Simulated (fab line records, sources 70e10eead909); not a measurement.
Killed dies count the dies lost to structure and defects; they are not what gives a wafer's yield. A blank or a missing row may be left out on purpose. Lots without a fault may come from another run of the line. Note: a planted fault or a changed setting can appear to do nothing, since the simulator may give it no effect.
fab line records ; flow nand-harc
record lots=6; wafers=18; last-day=25
route steps=1159 shown P_CONTACT@249 P_M0@253 END@1159
lots with no fault: from the same line, run without faults
start-h: the number of hours between the record's first day and the start of the first shown wafer of the lot ; wait-h: how many hours have passed since the lot's step before this one ; " the same as in the row above ; L1.1+2: a single row standing in for several wafers ; - value missing, or start not given ; * or withheld: withheld ; < > ~ a bound
route shown NAME@n: NAME is a module with steps in the file, n the number in the route of the first one ; usual: average and standard deviation across the fault-free wafers ; same: alike in all rows ; chamber/n: place in a boat ; sites: per-site readings ; _std_site: the values' standard deviation ; _edge_site: inner sites' mean taken away from outer sites' mean ; radius-mm: how far each site lies from the wafer's centre ; mask NAME#n: copy n ; behind: the tool/chamber that last shaped the wafer ; hold: the reason the lot was held/the length of the hold in hours/how it ended ; device: names the non-switching transistor (n, p or np) ; end of line: tests run on the same wafers once the route is complete ; for a step that has no rows: nothing shown but its recipe ; killed: not the wafer's yield, but the dies lost to structure and defects at the first sort ; map: a wafer's dies, x killed, . not, _ none there
set.NAME: the setting as run; set.NAME@STEP: as run at that earlier step ; model.NAME: the simulator's own value behind a step, which no gauge read
certain route steps with their lots: each step a table, each wafer a row
services: the hour from which a tool's chamber was out of use, counted from the record's first day as start-h (under 0 if before that day), plus the number of hours and why
## steps
# step NHARC_P_CONTACT_CMP_24
# recipe t-overpolish-s=30; target-thk-nm=200
# usual motor-current-A=12.2/1.3; overpolish-run-s=30.000/0.0086; pad-life-wafers=252/110; time-to-endpoint-s=39.3/2.6
lot.wafer;tool;chamber;start-h;wait-h;motor-current-A;overpolish-run-s;pad-life-wafers;time-to-endpoint-s
L683.1;cmp-03;2;142.39;0.5;12.9;29.994;390;34.3
L683.2;cmp-03;0;142.39;0.5;13.0;30.004;392;37.4
L683.5;cmp-03;2;142.39;0.5;13.6;30.007;-;36.2
L689.2;cmp-02;2;178.87;0.5;13.9;29.996;284;41.7
L689.3;cmp-02;3;178.87;0.5;11.6;30.001;285;41.0
L689.6;cmp-02;0;178.87;0.5;9.8;29.991;-;39.5
L699.1;cmp-01;1;226.70;0.6;11.7;30.010;291;42.6
L699.6;cmp-01;2;226.70;0.6;10.4;30.004;-;45.4
L699.5;cmp-01;3;226.70;0.6;11.2;29.999;-;40.6
L700.3;cmp-01;3;238.05;0.4;12.2;30.006;361;42.2
L700.5;cmp-01;2;238.05;0.4;10.5;29.989;-;43.1
L700.6;cmp-01;3;238.05;0.4;11.6;29.986;-;40.8
L702.3;cmp-02;0;246.79;0.3;10.4;29.997;90;33.8
L702.2;cmp-02;1;246.79;0.3;12.1;29.993;91;34.7
L702.5;cmp-02;1;246.79;0.3;12.3;29.999;-;34.0
L701.2;cmp-02;2;251.54;0.5;13.8;29.994;114;38.8
L701.4;cmp-02;0;251.54;0.5;9.9;29.998;116;35.7
L701.6;cmp-02;3;251.54;0.5;12.0;30.001;-;36.1
# step NHARC_P_CONTACT_SRD_26
# step NHARC_P_CONTACT_INSPECT_27
# usual raw-defect-count=303/130
lot.wafer;tool;chamber;start-h;wait-h;raw-defect-count
L683.1;defect-inspect-02;-;142.82;0.1;219
L683.2;defect-inspect-02;-;142.82;0.1;252
L683.5;defect-inspect-02;-;142.82;0.1;176
L689.2;defect-inspect-02;-;179.22;0.1;267
L689.3;defect-inspect-02;-;179.22;0.1;424
L689.6;defect-inspect-02;-;179.22;0.1;228
L699.1;defect-inspect-02;-;227.03;0.1;214
L699.5;defect-inspect-02;-;227.03;0.1;138
L699.6;defect-inspect-02;-;227.03;0.1;167
L700.3;defect-inspect-02;-;238.43;0.1;198
L700.5;defect-inspect-02;-;238.43;0.1;261
L700.6;defect-inspect-02;-;238.43;0.1;247
L702.2;defect-inspect-01;-;247.19;0.1;647
L702.3;defect-inspect-01;-;247.19;0.1;402
L702.5;defect-inspect-01;-;247.19;0.1;411
L701.2;defect-inspect-02;-;251.94;0.1;288
L701.4;defect-inspect-02;-;251.94;0.1;231
L701.6;defect-inspect-02;-;251.94;0.1;256
# step NHARC_P_M0_DEP_00
# recipe target-thk-a=1500; target-thk-nm=150; temp-c=withheld; pressure-torr=5; flow-sccm=200; rf-w=600; material=SiOC
# step NHARC_P_M0_DEHYDRATE_01
# recipe temp-c=150; time-s=120
# step NHARC_P_M0_HMDS_02
# recipe time-s=30
# step NHARC_P_M0_COAT_33
# recipe temp-c=200; time-s=65
# step NHARC_P_M0_COAT_03
# recipe spin-rpm=1500; resist-thk-nm=90
# step NHARC_P_M0_SOFTBAKE_04
# recipe temp-c=105; time-s=55
# step NHARC_P_M0_EBR_05
# step NHARC_P_M0_EXPOSE_06
# recipe na=1.35; target-cd-nm=90; dose-mj=81.28; mask-id=P_M0
# step NHARC_P_M0_PEB_07
# recipe peb-temp-c=100; peb-time-s=65
# usual heater-power-total-W=156.6/0.43
lot.wafer;tool;chamber;start-h;wait-h;heater-power-total-W
L683.1;litho-track-01;0;143.64;0.1;156.7
L683.2;litho-track-01;0;143.64;0.1;157.0
L683.5;litho-track-01;0;143.64;0.1;157.0
L689.2;litho-track-06;0;179.92;0.1;156.8
L689.3;litho-track-06;0;179.92;0.1;156.1
L689.6;litho-track-06;0;179.92;0.1;157.0
L699.1;litho-track-01;0;227.73;0.1;168.4
L699.5;litho-track-01;0;227.73;0.1;168.2
L699.6;litho-track-01;0;227.73;0.1;168.1
L700.3;litho-track-01;0;239.27;0.0;168.8
L700.5;litho-track-01;0;239.27;0.0;168.8
L700.6;litho-track-01;0;239.27;0.0;168.4
L702.2;litho-track-06;0;248.01;0.1;156.3
L702.3;litho-track-06;0;248.01;0.1;157.1
L702.5;litho-track-06;0;248.01;0.1;156.5
L701.2;litho-track-04;0;252.77;0.1;156.9
L701.4;litho-track-04;0;252.77;0.1;157.0
L701.6;litho-track-04;0;252.77;0.1;156.6
# step NHARC_P_M0_DEVELOP_08
# recipe develop-time-s=35; dev-temp-c=23
# step NHARC_P_M0_CD_MEAS_09
# recipe target-cd-nm=90; landing-energy-ev=500
# usual cd-nm=90.0/0.67
lot.wafer;tool;chamber;start-h;wait-h;hold;cd-nm
L683.1;cd-sem-02;0;143.72;-;-;90.7
L683.2;cd-sem-02;0;143.72;-;-;89.3
L683.5;cd-sem-02;0;143.72;-;-;89.6
L689.2;cd-sem-02;0;180.00;-;-;91.2
L689.3;cd-sem-02;0;180.00;-;-;90.8
L689.6;cd-sem-02;0;180.00;-;-;90.0
L699.1;cd-sem-03;0;227.82;-;await-dispo/0.2h/release;85.1
L699.5;cd-sem-03;0;227.82;-;await-dispo/0.2h/release;84.7
L699.6;cd-sem-03;0;227.82;-;await-dispo/0.2h/release;84.6
L699.1;cd-sem-03;0;-;-;-;84.7
L699.5;cd-sem-03;0;-;-;-;84.9
L699.6;cd-sem-03;0;-;-;-;84.8
L700.3;cd-sem-02;0;239.35;-;await-dispo/0.2h/release;85.3
L700.5;cd-sem-02;0;239.35;-;await-dispo/0.2h/release;85.9
L700.6;cd-sem-02;0;239.35;-;await-dispo/0.2h/release;85.6
L700.3;cd-sem-02;0;-;-;-;84.8
L700.5;cd-sem-02;0;-;-;-;85.9
L700.6;cd-sem-02;0;-;-;-;85.7
L702.2;cd-sem-03;0;248.09;-;-;89.9
L702.3;cd-sem-03;0;248.09;-;-;90.6
L702.5;cd-sem-03;0;248.09;-;-;89.6
L701.2;cd-sem-02;0;252.85;-;-;89.7
L701.4;cd-sem-02;0;252.85;-;-;89.6
L701.6;cd-sem-02;0;252.85;-;-;89.3
# step NHARC_P_M0_OVL_MEAS_10
# recipe pitch-nm=180
# usual overlay-x-nm=-0.3/0.77; overlay-y-nm=0.0/0.96
lot.wafer;tool;chamber;start-h;wait-h;hold;overlay-x-nm;overlay-y-nm
L683.1;overlay-01;-;143.81;-;-;-0.4;0.9
L683.2;overlay-01;-;143.81;-;-;-0.8;2.0
L683.5;overlay-01;-;143.81;-;-;-0.6;0.8
L689.2;overlay-01;-;180.09;-;-;-0.1;0.4
L689.3;overlay-01;-;180.09;-;-;0.3;1.0
L689.6;overlay-01;-;180.09;-;-;-0.1;0.9
L699.1;overlay-01;-;234.07;-;await-dispo/6.0h/release;-1.0;-0.3
L699.5;overlay-01;-;234.07;-;await-dispo/6.0h/release;-1.0;-1.0
L699.6;overlay-01;-;234.07;-;await-dispo/6.0h/release;-1.5;-0.3
L700.3;overlay-01;-;247.52;-;await-dispo/7.9h/release;-0.4;-1.7
L700.5;overlay-01;-;247.52;-;await-dispo/7.9h/release;-0.7;-1.5
L700.6;overlay-01;-;247.52;-;await-dispo/7.9h/release;-0.8;-2.3
L702.2;overlay-02;-;248.18;-;-;-0.5;-0.7
L702.3;overlay-02;-;248.18;-;-;-0.4;-0.6
L702.5;overlay-02;-;248.18;-;-;0.5;-0.9
L701.2;overlay-02;-;252.94;-;-;-0.5;-0.3
L701.4;overlay-02;-;252.94;-;-;-1.2;0.1
L701.6;overlay-02;-;252.94;-;-;-0.9;0.0
# step NHARC_P_M0_INSPECT_11
# usual raw-defect-count=4.0/2.4
lot.wafer;tool;chamber;start-h;wait-h;raw-defect-count
L683.1;defect-inspect-01;-;143.84;0.0;4
L683.2;defect-inspect-01;-;143.84;0.0;5
L683.5;defect-inspect-01;-;143.84;0.0;3
L689.2;defect-inspect-02;-;180.12;0.0;3
L689.3;defect-inspect-02;-;180.12;0.0;4
L689.6;defect-inspect-02;-;180.12;0.0;3
L699.1;defect-inspect-02;-;234.11;0.0;5
L699.5;defect-inspect-02;-;234.11;0.0;4
L699.6;defect-inspect-02;-;234.11;0.0;2
L700.3;defect-inspect-01;-;247.56;0.0;4
L700.5;defect-inspect-01;-;247.56;0.0;3
L700.6;defect-inspect-01;-;247.56;0.0;2
L702.2;defect-inspect-02;-;248.22;0.0;4
L702.3;defect-inspect-02;-;248.22;0.0;1
L702.5;defect-inspect-02;-;248.22;0.0;2
L701.2;defect-inspect-02;-;252.98;0.0;2
L701.4;defect-inspect-02;-;252.98;0.0;4
L701.6;defect-inspect-02;-;252.98;0.0;2
# step NHARC_P_M0_DESCUM_14
# recipe time-s=3; o2-flow-sccm=200; ar-flow-sccm=0; bias-power-w=0; chemistry=O2
# usual drypump-motor-current-A=5.6/0.44; oes-product-au=1.003/0.011; rf-vpp-V=57.8/0.77; showerhead-plenum-p-Torr=1.93/0.06; throttle-valve-pct=11.312/0.0092
lot.wafer;tool;chamber;start-h;wait-h;drypump-motor-current-A;oes-product-au;rf-hours-counter-h;rf-vpp-V;showerhead-plenum-p-Torr;throttle-valve-pct;model.P_M0.cd-nm
L683.2;rie-diel-13;1;143.91;0.1;5.9;1.002;3;58.5;1.92;11.327;89.54
L683.1;rie-diel-13;0;143.91;0.1;5.7;1.006;2;59.6;1.99;11.300;90.87
L683.5;rie-diel-13;2;143.91;0.1;4.9;0.988;-;57.0;1.84;11.318;89.91
L689.3;rie-diel-05;1;180.18;0.1;5.1;0.997;0;58.2;1.96;11.296;90.23
L689.2;rie-diel-05;3;180.18;0.1;5.8;1.026;0;58.8;1.92;11.313;91.5
L689.6;rie-diel-05;2;180.18;0.1;5.5;1.002;-;57.3;1.95;11.337;90.63
L699.1;rie-diel-13;0;234.19;0.1;5.7;1.004;8;57.3;1.99;11.318;85.07
L699.5;rie-diel-13;2;234.19;0.1;4.9;0.983;-;58.6;1.84;11.307;84.74
L699.6;rie-diel-13;3;234.19;0.1;5.8;1.013;-;57.4;1.96;11.309;84.76
L700.3;rie-diel-05;0;247.65;0.1;5.8;1.007;5;59.0;1.93;11.317;84.48
L700.6;rie-diel-05;1;247.65;0.1;5.1;0.999;-;57.2;1.96;11.314;85.12
L700.5;rie-diel-05;2;247.65;0.1;5.4;1.003;-;57.1;1.94;11.293;86.47
L702.3;rie-diel-10;1;248.30;0.1;5.2;1.008;5;55.3;1.84;11.308;90.12
L702.2;rie-diel-10;2;248.30;0.1;5.7;1.001;6;59.6;2.00;11.310;89.27
L702.5;rie-diel-10;3;248.30;0.1;5.4;0.999;-;56.5;1.81;11.329;89.77
L701.2;rie-diel-13;1;253.04;0.1;5.9;0.992;8;56.8;1.92;11.318;88.94
L701.4;rie-diel-13;3;253.04;0.1;5.8;1.005;9;58.7;1.96;11.296;89.87
L701.6;rie-diel-13;2;253.04;0.1;4.9;0.985;-;57.2;1.84;11.299;89.91
# step NHARC_P_M0_ETCH_34
# recipe target-depth-a=400; overetch-a=120; time-s=43.94; ion-energy-ev=200; n2-flow-sccm=150; h2-flow-sccm=150; ar-flow-sccm=0; rf-w=400; bias-w=150; chemistry=N2/H2
# usual drypump-motor-current-A=5.6/0.44; oes-product-au=1.001/0.01; rf-vpp-V=430.8/2; showerhead-plenum-p-Torr=2.05/0.066; throttle-valve-pct=14.171/0.0083
lot.wafer;tool;chamber;start-h;wait-h;drypump-motor-current-A;oes-product-au;rf-hours-counter-h;rf-vpp-V;showerhead-plenum-p-Torr;throttle-valve-pct
L683.1;rie-diel-13;2;144.01;0.1;4.9;0.989;3;428.1;1.96;14.181
L683.2;rie-diel-13;0;144.01;0.1;5.7;1.007;2;431.2;2.12;14.179
L683.5;rie-diel-13;1;144.01;0.1;5.9;1.005;-;430.9;2.04;14.169
L689.2;rie-diel-05;0;180.27;0.1;5.8;1.014;0;431.8;2.06;14.162
L689.3;rie-diel-05;1;180.27;0.1;5.1;1.007;0;432.1;2.10;14.176
L689.6;rie-diel-05;3;180.27;0.1;5.8;1.020;-;430.1;2.05;14.171
L699.1;rie-diel-13;1;234.27;0.1;5.9;0.996;6;431.2;2.04;14.166
L699.6;rie-diel-13;2;234.27;0.1;4.9;0.993;-;428.9;1.96;14.174
L699.5;rie-diel-13;3;234.27;0.1;5.8;1.007;-;432.4;2.09;14.177
L700.3;rie-diel-05;3;247.72;0.1;5.8;1.018;5;431.4;2.04;14.170
L700.5;rie-diel-05;0;247.72;0.1;5.8;0.993;-;431.6;2.05;14.176
L700.6;rie-diel-05;1;247.72;0.1;5.1;0.989;-;432.8;2.10;14.181
L702.2;rie-diel-10;3;248.41;0.1;5.4;0.991;5;427.6;1.93;14.169
L702.3;rie-diel-10;2;248.41;0.1;5.7;0.991;6;433.2;2.14;14.166
L702.5;rie-diel-10;0;248.41;0.1;6.7;1.007;-;433.9;2.16;14.178
L701.4;rie-diel-13;2;253.12;0.1;4.9;0.991;11;427.6;1.96;14.174
L701.2;rie-diel-13;3;253.12;0.1;5.8;1.018;9;432.2;2.09;14.158
L701.6;rie-diel-13;3;253.12;0.1;5.8;1.010;-;431.3;2.09;14.184
# step NHARC_P_M0_ETCH_15
# recipe target-depth-a=1500; overetch-a=150; time-s=82.5; c4f8-flow-sccm=withheld; ar-flow-sccm=400; rf-w=600; bias-w=300; chemistry=C4F8/Ar
# usual oes-product-au=0.957/0.023; rf-vpp-V=441.2/1.9
lot.wafer;tool;chamber;start-h;wait-h;oes-product-au;rf-hours-counter-h;rf-vpp-V;model.P_M0.cd-nm
L683.1;rie-diel-13;2;-;-;0.953;3;438.4;90.34
L683.2;rie-diel-13;0;-;-;0.961;2;443.2;89.53
L683.5;rie-diel-13;0;-;-;0.964;-;442.0;89.49
L689.3;rie-diel-05;2;-;-;0.950;0;441.7;90.01
L689.2;rie-diel-05;3;-;-;1.003;0;442.2;91.93
L689.6;rie-diel-05;3;-;-;1.004;-;439.9;91.24
L699.1;rie-diel-13;3;-;-;0.928;8;442.8;84.92
L699.6;rie-diel-13;2;-;-;0.918;-;437.7;84.59
L699.5;rie-diel-13;3;-;-;0.934;-;442.1;84.36
L700.3;rie-diel-05;2;-;-;0.957;5;440.1;85.39
L700.5;rie-diel-05;2;-;-;0.958;-;441.6;87.03
L700.6;rie-diel-05;3;-;-;1.004;-;442.0;84.93
L702.3;rie-diel-10;3;-;-;0.926;5;437.8;89.66
L702.2;rie-diel-10;1;-;-;0.962;6;437.8;88.79
L702.5;rie-diel-10;0;-;-;0.931;-;444.2;89.25
L701.2;rie-diel-13;0;-;-;0.935;10;442.7;88.68
L701.4;rie-diel-13;2;-;-;0.921;11;438.0;89.45
L701.6;rie-diel-13;0;-;-;0.930;-;440.7;89.69
# step NHARC_P_M0_CD_MEAS_16
# usual cd-nm=90.0/0.87
lot.wafer;tool;chamber;start-h;wait-h;hold;cd-nm
L683.1;cd-sem-03;-;144.25;-;-;90.0
L683.2;cd-sem-03;-;144.25;-;-;89.1
L683.5;cd-sem-03;-;144.25;-;-;89.7
L689.2;cd-sem-01;-;180.50;-;-;92.4
L689.3;cd-sem-01;-;180.50;-;-;89.7
L689.6;cd-sem-01;-;180.50;-;-;91.3
L699.1;cd-sem-02;-;234.47;-;await-dispo/0.2h/release;85.0
L699.5;cd-sem-02;-;234.47;-;await-dispo/0.2h/release;84.2
L699.6;cd-sem-02;-;234.47;-;await-dispo/0.2h/release;84.6
L699.1;cd-sem-02;-;234.66;0.2;-;84.6
L699.5;cd-sem-02;-;234.66;0.2;-;84.1
L699.6;cd-sem-02;-;234.66;0.2;-;84.7
L700.3;cd-sem-01;-;247.93;-;await-dispo/0.2h/release;85.6
L700.5;cd-sem-01;-;247.93;-;await-dispo/0.2h/release;87.1
L700.6;cd-sem-01;-;247.93;-;await-dispo/0.2h/release;85.1
L700.3;cd-sem-01;-;248.13;0.2;-;85.5
L700.5;cd-sem-01;-;248.13;0.2;-;87.1
L700.6;cd-sem-01;-;248.13;0.2;-;84.7
L702.2;cd-sem-02;-;248.64;-;-;88.6
L702.3;cd-sem-02;-;248.64;-;-;89.4
L702.5;cd-sem-02;-;248.64;-;-;89.3
L701.2;cd-sem-02;-;253.34;-;-;89.0
L701.4;cd-sem-02;-;253.34;-;-;89.7
L701.6;cd-sem-02;-;253.34;-;-;89.8
# step NHARC_END_SORT_01
# recipe temp-c=25
# usual defect-limited-yield=95.4/1.8; killed-at-array=27/11; killed-at-other=0.7/1.1; killed-at-periphery=3.4/2.1; killed-dies=31/12; killed-open=3.6/2; killed-short=2.0/1.3; sort_bin_2_pct=1.5/0.71; sort_bin_3_pct=0.25/0.22; sort_bin_4_pct=2.9/1.2; sort-n-pass=646/12; sort-rim-yield-pct=95.0/2.5; sort-yield-pct=95.4/1.8
# same gross-dies=677; sort_bin_5_pct[%]=0; sort_bin_6_pct[%]=0; sort_bin_7_pct[%]=0; sort_bin_8_pct[%]=0; sort-rim-n-gross=106.00
lot.wafer;tool;chamber;start-h;wait-h;defect-limited-yield[%];killed-at-array;killed-at-other;killed-at-periphery;killed-dies;killed-open;killed-short;sort_bin_2_pct[%];sort_bin_3_pct[%];sort_bin_4_pct[%];sort-n-pass;sort-rim-yield-pct[%];sort-yield-pct[%]
L700.6;prober-02;0;561.26;4.1;93.9;37;0;4;41;3;2;2.5;0.15;3.4;636;96.2;93.9
L699.1;prober-01;0;576.19;2.5;95.6;29;0;1;30;6;0;1.2;0.15;3.1;647;95.3;95.6
L699.5;prober-01;0;579.39;3.7;95.3;29;0;3;32;2;1;1.5;0.15;3.1;645;92.5;95.3
L699.6;prober-01;0;580.19;4.0;95.7;23;1;5;29;5;1;1.2;0.30;2.8;648;91.5;95.7
# killed by level:class
L700.6 A_CHANNEL_HOLE_D1:chamber-film-flake=30 A_CONTACT:chamber-film-flake=3 A_ZERO_WELL:chamber-film-flake=2 P_CONTACT:geometric-particle:open=1 P_M0:geometric-particle:open=1 P_M2:geometric-particle:open=1 P_M2:geometric-particle:short=1 A_WL_FILL:geometric-particle:short=1
L699.1 A_SLIT:chamber-film-flake=14 A_CHANNEL_HOLE_D1:chamber-film-flake=6 A_SGD_CUT:chamber-film-flake=3 A_BLC:geometric-particle:open=2 P_M0:geometric-particle:open=1 A_SOURCE_PLATE:geometric-particle:open=1 A_CONTACT:geometric-particle:open=1 A_M1:geometric-particle:open=1
L699.5 A_SLIT:chamber-film-flake=14 A_SGD_CUT:chamber-film-flake=6 A_CHANNEL_HOLE_D1:chamber-film-flake=5 P_M0:geometric-particle:short=1 A_CONTACT:geometric-particle:open=1 A_M1:geometric-particle:open=1 P_GATE:chamber-film-flake=1 P_BONDPAD:chamber-film-flake=1
L699.6 A_SGD_CUT:chamber-film-flake=6 A_SLIT:chamber-film-flake=6 P_BONDPAD:chamber-film-flake=5 A_CHANNEL_HOLE_D1:chamber-film-flake=5 A_CONTACT:geometric-particle:open=3 A_SOURCE_PLATE:geometric-particle:open=1 A_WL_FILL:geometric-particle:short=1 A_M1:geometric-particle:open=1
## services
tool;chamber;start-h;hours;kind
rie-diel-13;0;125.01;3.0;repair
cmp-02;-;128.56;4.0;pm
rie-diel-10;2;130.99;34.8;repair
rie-diel-13;0;132.50;-;clean
rie-diel-13;1;132.50;-;clean
rie-diel-13;3;133.70;11.5;repair
litho-track-04;-;141.00;7.0;pm
rie-diel-13;1;148.44;9.1;repair
cmp-01;-;153.89;2.1;repair
cmp-03;-;156.02;4.0;pm
rie-diel-05;-;163.60;9.0;pm
rie-diel-13;0;167.89;5.2;repair
rie-diel-13;1;170.89;24.5;repair
rie-diel-10;-;176.50;9.0;pm
cmp-01;-;179.50;4.0;pm
rie-diel-05;1;180.34;6.3;repair
cmp-02;-;198.66;11.7;repair
cmp-01;-;216.63;1.2;repair
cmp-03;-;219.37;0.3;repair
cmp-02;-;226.56;4.0;pm
rie-diel-10;0;234.56;13.4;repair
cmp-01;-;237.03;0.5;repair
rie-diel-10;3;238.47;3.1;repair
cmp-03;-;248.95;1.2;repair
## key
first-sign step=NHARC_P_M0_PEB_07; reading=heater-power-total-W; direction=up; sigmas=28; usual=*; struck=*
effect step=NHARC_P_M0_CD_MEAS_09; reading=visit; direction=added
effect step=NHARC_P_M0_CD_MEAS_09; reading=cd-nm; direction=down; sigmas=7.2; usual=90.0; struck=85.2
effect step=NHARC_P_M0_CD_MEAS_16; reading=visit; direction=added
effect step=NHARC_P_M0_CD_MEAS_16; reading=cd-nm; direction=down; sigmas=5.4; usual=90.0; struck=85.3
model-effect step=NHARC_P_M0_DESCUM_14; value=P_M0.cd-nm; without=90.34; struck=85.1
model-effect step=NHARC_P_M0_ETCH_15; value=P_M0.cd-nm; without=90.47; struck=85.2
met-at NHARC_P_M0_PEB_07
struck-wafers L699.1,L699.5,L699.6,L700.3,L700.5,L700.6
onset-between 143.64 227.73
fault kind=process-parameter-drift; tool=litho-track-01; chamber=-; onset-h=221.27; steps=NHARC_P_M0_PEB_07; channel=peb-time-s; offset=*; shape=step; end-h=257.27; acts-in=*; stated=*
